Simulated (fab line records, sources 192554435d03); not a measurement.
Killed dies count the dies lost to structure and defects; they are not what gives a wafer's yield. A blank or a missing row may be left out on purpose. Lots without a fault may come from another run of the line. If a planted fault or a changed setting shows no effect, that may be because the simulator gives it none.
fab line records + flow n5_finfet
[record]
- lots = 4
- wafers = 12
- last_day = 17
route steps=1938 shown MOL_CONTACT_COAG@620 BEOL_M0_SAQP@632 BEOL_M0@726 BEOL_M4@1111
lots untouched by any fault: they come from a run of this same line in which no faults occurred
start_h: hours from the record's first day to the start of the lot's first wafer shown + wait_h: hours from the lot's prior step to this one + " as in the row above + L1.1+2: a row that stands for several wafers + - either no value or no given start + * or withheld: withheld + < > ~ a bound
route shown NAME@n: NAME is a module with steps in the file, n the number in the route of the first one + usual: the fault-free wafers' mean and standard deviation + same: alike in all rows + chamber/n: place in a boat + sites: the reading at each site + _std_site: standard deviation of those values + _edge_site: mean of outer sites minus mean of inner sites + radius_mm: how far each site lies from the wafer's centre + mask NAME#n: copy n + behind: the most recent tool/chamber to have shaped the wafer + hold: why the lot went on hold/how many hours it stayed there/how the hold came to an end + device: which transistor (n, p or np) failed to switch + end of line: the same wafers' tests at the end of the route + step lacking rows: just its recipe + killed: not the wafer's yield, but the dies lost to structure and defects at the first sort + map: shows each die of a wafer: x if killed, . if not, _ if none is there
set.NAME: the setting as run; set.NAME@STEP: as run at that earlier step + model.NAME: the simulator's own value behind a step, which no gauge read
lots seen at some steps along the route; tables by step, rows by wafer
services: when a tool's chamber went out of use (start_h, in hours from the record's first day, below 0 if earlier), for how many hours, and the reason
[[steps]]
[step N5_MOL_CONTACT_COAG_PRECLEAN_138]
[recipe]
- chemistry = alkaline_clean
- temp_c = 60
- time_s = 60
- do_ppb = 50
[step N5_MOL_CONTACT_COAG_SRD_139]
[recipe]
- dry = ipa_marangoni
- time_s = 30
- temp_c = 23
- rinse_liquid = diw
[step N5_MOL_CONTACT_COAG_PRE_CLEAN_121]
[recipe]
- gas = H2/He
- time_s = *
- temp_c = withheld
[step N5_MOL_CONTACT_COAG_CVD_140]
[recipe]
- material = W
- target_thk_a = 665
- mode = selective_fill
- temp_c = 300
- time_s = 215
[step N5_MOL_CONTACT_COAG_PRECLEAN_127]
[recipe]
- chemistry = DIW
- time_s = 57.5
- temp_c = 23
[step N5_MOL_CONTACT_COAG_SRD_128]
[recipe]
- dry_time_s = 32
- dry = n2_spin
- spin_rpm = 1500
[step N5_MOL_CONTACT_COAG_CMP_52]
[recipe]
- stop_on = SiO2
- t_overpolish_s = 1.5
- post_cmp_clean = w_dilute_nh4oh
- down_force_psi = 4
- platen_rpm = 50.289
- pad_velocity_m_s = 1.0006
- target_thk_nm = 66.5
[step N5_MOL_CONTACT_COAG_ANNEAL_112]
[recipe]
- temp_c = 400
- time_s = 1800
- ambient = HPD2
- pressure_atm = 10
[step N5_BEOL_M0_SAQP_PECVD_00]
[recipe]
- material = SiCN
- target_thk_a = 80
- temp_c = withheld
- precursor = 3MS/NH3
- pressure_torr = 3
- rf_w = 202
- time_s = 14
[usual]
- rf_fwd_power_W = 198.3/0.88
- showerhead_plenum_p_Torr = 3.675/0.014
- throttle_valve_pct = 9.1/0.64
| lot.wafer | tool     | chamber | start_h | wait_h | rf_fwd_power_W | showerhead_plenum_p_Torr | throttle_valve_pct | model.SiCN_of_BEOL_M0_SAQP_PECVD_00.thk_nm |
|-----------|----------|---------|---------|--------|----------------|--------------------------|--------------------|--------------------------------------------|
| L241.2    | pecvd-04 | 2       | 128.69  | 0.2    | 199.5          | 3.666                    | 9.1                | 8                                          |
| L241.3    | "        | 0       | "       | "      | 199.4          | 3.676                    | 9.2                | 8                                          |
| L241.5    | "        | 2       | "       | "      | 200.2          | 3.674                    | 8.9                | 8                                          |
| L247.2    | pecvd-04 | 1       | 166.19  | 0.2    | -              | 3.659                    | 9.2                | 7.4                                        |
| L247.4    | "        | 1       | "       | "      | -              | 3.659                    | 9.3                | 7.4                                        |
| L247.5    | "        | 0       | "       | "      | -              | 3.688                    | 9.7                | 7.6                                        |
| L250.2    | pecvd-04 | 1       | 184.24  | 0.2    | -              | 3.648                    | 9.2                | 7.4                                        |
| L250.3    | "        | 0       | "       | "      | -              | 3.684                    | 9.5                | 7.6                                        |
| L250.6    | "        | 1       | "       | "      | -              | 3.651                    | 9.4                | 7.6                                        |
| L256.1    | pecvd-01 | 0       | 220.13  | 0.2    | 199.4          | 3.684                    | 10.3               | 8.2                                        |
| L256.3    | "        | 2       | "       | "      | 198.4          | 3.672                    | 8.2                | 8                                          |
| L256.6    | "        | 1       | "       | "      | 198.6          | 3.678                    | 10.0               | 8                                          |
[step N5_BEOL_M0_SAQP_ILD_DEP_01]
[recipe]
- material = SiOC
- target_thk_a = 454.19
- temp_c = 350
- precursor = DEMS/O2
- pressure_torr = 5
- rf_w = 500
- time_s = 8.7
[step N5_BEOL_M0_SAQP_HM_DEP_02]
[recipe]
- material = TiN
- target_thk_a = 120
- temp_c = 25
- chamber_pressure_pa = 0.49996
[step N5_BEOL_M0_SAQP_PECVD_03]
[recipe]
- material = SiCN
- target_thk_a = 120
- temp_c = withheld
- precursor = 3MS/NH3
- pressure_torr = 3
- rf_w = 202
- time_s = 21.1
[step N5_BEOL_M0_SAQP_PECVD_96]
[recipe]
- material = a-Si
- target_thk_a = 450
- temp_c = 350
- precursor = SiH4/He
- pressure_torr = 3
- rf_w = 100
- time_s = 45.2
[step N5_BEOL_M0_SAQP_PECVD_97]
[recipe]
- material = SiNx
- target_thk_a = 230
- temp_c = 350
- precursor = SiH4/NH3/N2
- pressure_torr = 1.5
- rf_w = 300
- time_s = 19.9
[step N5_BEOL_M0_SAQP_PECVD_04]
[recipe]
- material = a-Si
- target_thk_a = 600
- temp_c = 350
- precursor = SiH4/He
- pressure_torr = 3
- rf_w = 100
- time_s = 60.2
[step N5_BEOL_M0_SAQP_HM_DEP_111]
[recipe]
- material = SiO2
- target_thk_a = 120
- temp_c = 400
- precursor = SiH4/N2O
- pressure_torr = 0.75
- rf_w = 275
- time_s = 7.2
[step N5_BEOL_M0_SAQP_COAT_81]
[recipe]
- resist = SOC
- temp_c = 250
- time_s = 60
- spin_rpm = 1500
- resist_thk_nm = 100
[step N5_BEOL_M0_SAQP_COAT_82]
[recipe]
- resist = SiARC
- temp_c = 220
- time_s = 60
- spin_rpm = 1500
- resist_thk_nm = 30
[step N5_BEOL_M0_SAQP_COAT_08]
[recipe]
- resist = CAR-ArF
- spin_rpm = 1500
- resist_thk_nm = 90
[step N5_BEOL_M0_SAQP_EBR_10]
[recipe]
- solvent = PGMEA
- ebr_width_mm = 1.5
[step N5_BEOL_M0_SAQP_SOFTBAKE_09]
[recipe]
- temp_c = 110
- time_s = 60
- resist = CAR-ArF
[step N5_BEOL_M0_SAQP_EXPOSE_11]
[recipe]
- mask_id = M0_CORE
- na = 1.35
- source_shape = dipole
- sigma_inner = 0.538
- sigma_outer = 0.738
- polarization = te
- target_cd_nm = 42
- dose_mj = 55
[step N5_BEOL_M0_SAQP_PEB_12]
[recipe]
- peb_temp_c = withheld
- peb_time_s = 60
- resist = CAR-ArF
[step N5_BEOL_M0_SAQP_DEVELOP_13]
[recipe]
- develop_time_s = 30
- developer = TMAH
- resist = CAR-ArF
- dev_temp_c = 23
- rinse_liquid = diw
- dry = air_spin
[step N5_BEOL_M0_SAQP_DESCUM_19]
[recipe]
- chemistry = O2
- time_s = 7.9
- source_power_w = 50
- bias_power_w = 20
- pressure_mtorr = 20
- rf_frequency_hz = 2.712e+07
- temp_c = 40
- resist = CAR-ArF
- o2_flow_sccm = 225
[step N5_BEOL_M0_SAQP_ETCH_83]
[recipe]
- chemistry = CF4
- target = SiARC
- target_depth_a = 390
- mask_material = CAR-ArF
- time_s = 65
- ion_energy_ev = 80
- pressure_mtorr = 40
- source_w = 545
- bias_w = 36
- Ar_flow_sccm = 100
- cf4_flow_sccm = 100
- ends = cleared
[step N5_BEOL_M0_SAQP_ETCH_84]
[recipe]
- chemistry = N2/H2
- target = SOC
- target_depth_a = 1000
- overetch_a = 200
- mask_material = SiARC
- temp_c = 40
- time_s = 150
- ion_energy_ev = 200
- pressure_mtorr = 30
- source_w = 840
- bias_w = 150
- n2_flow_sccm = 200
- h2_flow_sccm = 200
[step N5_BEOL_M0_SAQP_STRIP_80]
[recipe]
- chemistry = N2/H2
- temp_c = 40
- n2_flow_sccm = 200
- h2_flow_sccm = 200
- rf_frequency_hz = 6e+07
[step N5_BEOL_M0_SAQP_HM_OPEN_112]
[recipe]
- chemistry = CHF3/O2
- target = SiO2
- stop_on = a-Si
- target_depth_a = 120
- over_etch_frac = 1.25
- mask_material = SOC
- time_s = 13.5
- pressure_mtorr = 30
- source_w = 650
- bias_w = 170
- Ar_flow_sccm = 200
- CHF3_flow_sccm = 50
- O2_flow_sccm = 5
- ion_energy_ev = 200
- ends = end_point
[step N5_BEOL_M0_SAQP_STRIP_113]
[recipe]
- chemistry = CHF3/O2
- resist = SiARC
- rf_frequency_hz = 6e+07
[step N5_BEOL_M0_SAQP_MANDREL_ETCH_20]
[recipe]
- target_depth_a = 600
- chemistry = HBr/Cl2
- target = a-Si
- stop_on = SiNx
- bt_time_s = 10
- mask_material = SOC
- over_etch_frac = 0.5
- time_s = 30
- pressure_mtorr = 10
- icp_w = 800
- bias_w = 75
- HBr_flow_sccm = 150
- Cl2_flow_sccm = 80
- ends = end_point
[step N5_BEOL_M0_SAQP_STRIP_86]
[recipe]
- chemistry = N2/H2
- power_w = 500
- temp_c = 40
- pressure_mtorr = 50
- rf_frequency_hz = 6e+07
- overash_fraction = 0.3
- bias_power_w = 28
- h2_frac = 0.5
- n2_flow_sccm = 300
- h2_flow_sccm = 300
[step N5_BEOL_M0_SAQP_STRIP_115]
[recipe]
- chemistry = post_etch_residue_remover
- time_s = 60
- temp_c = 25
- remover_ph = withheld
- remover_water_wt_pct = withheld
- remover_fluoride_wt_pct = withheld
[step N5_BEOL_M0_SAQP_SRD_93]
[recipe]
- dry = ipa_marangoni
- time_s = 30
- temp_c = 23
- rinse_liquid = diw
[step N5_BEOL_M0_ETCH_109]
[recipe]
- chemistry = CH3F/O2
- target_depth_a = 80
- overetch_a = 24
- target = SiCN
- time_s = 27.4
- ion_energy_ev = 120
- pressure_mtorr = 30
- source_w = 395
- bias_w = 75
- Ar_flow_sccm = 150
- CH3F_flow_sccm = 30
- O2_flow_sccm = 20
[usual]
- drypump_motor_current_A = 6.0/0.53
- oes_product_au = 0.66/0.074
- rf_fwd_power_W = 392.9/1.3
- rf_vpp_V = 297.7/1.7
- showerhead_plenum_p_Torr = 2.03/0.078
- throttle_valve_pct = 16.27/0.22
| lot.wafer | tool        | chamber | start_h | wait_h | drypump_motor_current_A | oes_product_au | rf_fwd_power_W | rf_hours_counter_h | rf_vpp_V | showerhead_plenum_p_Torr | throttle_valve_pct | model.etch.depth_nm |
|-----------|-------------|---------|---------|--------|-------------------------|----------------|----------------|--------------------|----------|--------------------------|--------------------|---------------------|
| L241.2    | rie_diel-02 | 2       | 137.82  | 0.0    | 5.7                     | 0.69           | 392.8          | 71                 | 298.7    | 2.01                     | 16.17              | 7.904               |
| L241.3    | "           | 3       | "       | "      | 5.9                     | 0.79           | 393.0          | 20                 | 299.8    | 2.14                     | 16.32              | 7.962               |
| L241.5    | "           | 0       | "       | "      | 6.2                     | 0.61           | 393.8          | -                  | 298.1    | 2.06                     | 16.02              | 7.974               |
| L247.2    | rie_diel-02 | 1       | 179.32  | 0.5    | 6.5                     | 0.76           | 392.3          | 21                 | 299.7    | 2.13                     | 15.91              | 7.391               |
| L247.4    | "           | 3       | "       | "      | 5.9                     | 0.74           | 393.1          | 33                 | 299.3    | 2.14                     | 16.36              | 7.497               |
| L247.5    | "           | 0       | "       | "      | 6.3                     | 0.59           | 394.4          | -                  | 297.9    | 2.06                     | 16.05              | 7.624               |
| L250.2    | rie_diel-01 | 0       | 199.81  | 0.0    | 6.8                     | 0.62           | 391.4          | 175                | 296.1    | 2.01                     | 16.50              | 7.493               |
| L250.3    | "           | 1       | "       | "      | 6.2                     | 0.68           | 392.3          | 100                | 299.5    | 2.11                     | 16.30              | 7.651               |
| L250.6    | "           | 1       | "       | "      | 6.1                     | 0.66           | 391.0          | -                  | 299.3    | 2.11                     | 16.30              | 7.547               |
| L256.1    | rie_diel-02 | 2       | 229.34  | 0.0    | 5.7                     | 0.68           | 392.8          | 105                | 297.2    | 2.00                     | 16.24              | 8.125               |
| L256.3    | "           | 0       | "       | "      | 6.2                     | 0.60           | 391.7          | 223                | 298.5    | 2.05                     | 16.10              | 8.022               |
| L256.6    | "           | 0       | "       | "      | 6.2                     | 0.60           | 392.7          | -                  | 298.7    | 2.05                     | 16.08              | 8.088               |
[step N5_BEOL_M4_RC_MEAS_101]
[usual]
- DIBL_N = 36.3/1.8
- DIBL_P = 36.5/2.1
- IOFF_N = 0.16/0.031
- IOFF_P = 0.22/0.038
- ION_N = 677/12
- ION_P = 466/7.8
- SS_N = 71.5/0.61
- SS_P = 73.2/0.7
- VT_N = 249/3
- VT_P = -248.9/3
| lot.wafer | tool      | chamber | start_h | wait_h | DIBL_N[mV/V] | DIBL_P[mV/V] | IOFF_N[nA/um] | IOFF_P[nA/um] | ION_N[uA/um] | ION_P[uA/um] | SS_N[mV/dec] | SS_P[mV/dec] | VT_N[mV] | VT_P[mV] |
|-----------|-----------|---------|---------|--------|--------------|--------------|---------------|---------------|--------------|--------------|--------------|--------------|----------|----------|
| L241.2    | prober-02 | 0       | 207.22  | 0.2    | 35.4         | 34.5         | 0.15          | 0.20          | 692          | 476          | 70.6         | 73.4         | 250      | -248.2   |
| L241.3    | "         | 0       | "       | "      | 36.9         | 36.3         | 0.17          | 0.23          | 693          | 473          | 71.0         | 72.9         | 249      | -246.7   |
| L241.5    | "         | 0       | "       | "      | 36.6         | 36.1         | 0.16          | 0.22          | 697          | 473          | 71.6         | 73.3         | 251      | -246.8   |
| L247.2    | prober-01 | 0       | 236.95  | 0.2    | 36.4         | 35.9         | 0.14          | 0.20          | 676          | 473          | 71.2         | 72.5         | 251      | -250.9   |
| L247.4    | "         | 0       | "       | "      | 39.8         | 38.5         | 0.19          | 0.24          | 682          | 465          | 71.5         | 73.9         | 247      | -249.4   |
| L247.5    | "         | 0       | "       | "      | 37.5         | 35.8         | 0.15          | 0.19          | 674          | 460          | 71.9         | 73.0         | 253      | -252.9   |
| L250.2    | prober-01 | 0       | 264.05  | 0.2    | 36.7         | 35.1         | 0.15          | 0.21          | 663          | 463          | 71.4         | 73.7         | 251      | -250.2   |
| L250.3    | "         | 0       | "       | "      | 39.5         | 39.3         | 0.22          | 0.29          | 689          | 476          | 72.7         | 74.1         | 247      | -245.2   |
| L250.6    | "         | 0       | "       | "      | 36.9         | 35.9         | 0.15          | 0.22          | 669          | 471          | 72.7         | 74.0         | 249      | -251.2   |
| L256.1    | prober-01 | 0       | 284.31  | 0.0    | 34.4         | 34.3         | 0.12          | 0.17          | 670          | 462          | 70.5         | 73.1         | 252      | -252.8   |
| L256.3    | "         | 0       | "       | "      | 35.2         | 34.1         | 0.13          | 0.16          | 652          | 453          | 71.4         | 72.8         | 254      | -252.9   |
| L256.6    | "         | 0       | "       | "      | 35.4         | 34.5         | 0.12          | 0.17          | 648          | 450          | 72.2         | 73.5         | 254      | -254.7   |
[[services]]
| tool        | chamber | start_h | hours | kind   |
|-------------|---------|---------|-------|--------|
| pecvd-04    | 0       | 105.45  | 5.5   | repair |
| pecvd-01    | -       | 154.39  | 1.6   | repair |
| rie_diel-01 | 3       | 165.61  | 6.2   | repair |
| rie_diel-01 | 1       | 200.33  | 1.6   | repair |
| pecvd-01    | 0       | 221.01  | 1.7   | repair |
| pecvd-01    | -       | 224.83  | 0.8   | repair |
| pecvd-04    | -       | 227.99  | 28.1  | pm     |
[[key]]
first_sign none at tools or gauges
[model_effect]
- step = N5_BEOL_M0_SAQP_PECVD_00
- value = SiCN_of_BEOL_M0_SAQP_PECVD_00.thk_nm
- without = 7.9
- struck = 7.5
[model_effect]
- step = N5_BEOL_M0_ETCH_109
- value = etch.depth_nm
- without = 7.909
- struck = 7.534
met_at N5_BEOL_M0_SAQP_PECVD_00
struck_wafers L247.2,L247.4,L247.5,L250.2,L250.3,L250.6
onset_between 128.69 166.19
[fault]
- kind = process_parameter_drift
- tool = pecvd-04
- chamber = -
- onset_h = 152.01
- steps = N5_BEOL_M0_SAQP_PECVD_00
- channel = time_s
- offset = *
- shape = step
- end_h = 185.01
- acts_in = *
- stated = *
